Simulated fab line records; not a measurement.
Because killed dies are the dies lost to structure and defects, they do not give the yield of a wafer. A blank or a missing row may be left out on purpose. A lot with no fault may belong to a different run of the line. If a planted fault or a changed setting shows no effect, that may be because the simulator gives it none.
Problem report, 8D (eight disciplines) form, completed by code -- flow n5 finfet -- the parts of the form that need people (team, actions taken, sign-off) are left out

1. WHAT IS WRONG
At N5_STI_FIN_REVEAL_OXIDATION_33, temp c averages 146.48 C over 6 wafers from 2 lots, while fault-free wafers read 149.98 C, standard deviation 0.15. Measured from the usual mean, that is -23 standard deviations.
The step: chemistry O2 PLASMA REMOTE, time 20 s.
Earliest sighting: wafer L290.3 on plasma asher-02 at day 6 00:35. The record has a number at this step for 30 wafers belonging to 10 lots. By rule, "out" or "out of limits" means more than 4 standard deviations away from the usual mean. The other wafers with a number count as sound.

2. WHAT IT IS; WHAT IT IS NOT
question,is,is not
which readings at this step,"temp c, temp c max","drypump motor current A, heater power w"
which lots,"L290, L291","L276, L278, L279, L282, L288, L292, L297, L298"
which wafers of those lots,all that have a number,-
read on which tools,plasma asher-02,plasma asher-01
when,from day 6 00:35,"up to then (15 sound wafers); but 9 sound wafers of L292, L297, L298 came after"

3. SUSPECTS, AND WHAT RULES EACH OUT
Counting: a tool at any process step up to the reading remains a suspect when it ran all the lots that are out and ran no sound lot after the first of those.
- ald sin-03 at N5_STI_FIN_REVEAL_ALD_14 (deposits Si3N4, target thk 3 nm): ruled out as a lasting fault. The sound lots L292, L298 went through it after L290, its earliest lot that is out (day 5 15:44).
- plasma asher-02 at N5_STI_FIN_REVEAL_OXIDATION_33 (chemistry O2 PLASMA REMOTE, time 20 s): kept. Every lot that is out went through it, starting with L290 (day 6 00:35), and after that it ran no sound lot; the last sound lot it ran before then is L282 (day 4 00:04). Out on those wafers are its own readings of temp c, temp c max.
Left after counting: plasma asher-02 at N5_STI_FIN_REVEAL_OXIDATION_33.

4. THE CAUSE (what the simulator had put in)
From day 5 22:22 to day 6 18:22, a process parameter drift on plasma asher-02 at N5_STI_FIN_REVEAL_OXIDATION_33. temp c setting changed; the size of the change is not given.
After counting, this tool was the only one left.

5. SEQUENCE OF EFFECTS, ordered by route
Each row: a reading where the mean over the struck wafers with a number is more than 3 standard deviations away from the usual. Readings are gone through only where the record gives a usual standard deviation; hours: the median, over the lots, of the time from a lot's start at the first step in this table giving one to that lot's start at this step; sigmas: the change measured in usual standard deviations.
hours,step,reading,usual,on struck wafers,change,sigmas
0,N5_STI_FIN_REVEAL_OXIDATION_33,temp c,149.98 C,146.48,-3.50,-23
0,N5_STI_FIN_REVEAL_OXIDATION_33,temp c max,150.7,147.5,-3.2,-8.7
It contains these process steps:
- N5_STI_FIN_REVEAL_OXIDATION_33: chemistry O2 PLASMA REMOTE, time 20 s.

6. HOW IT WOULD HAVE BEEN CAUGHT EARLIER
In this record no reading fell out of limits until day 6 00:35, 2 hours after the fault had begun at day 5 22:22.
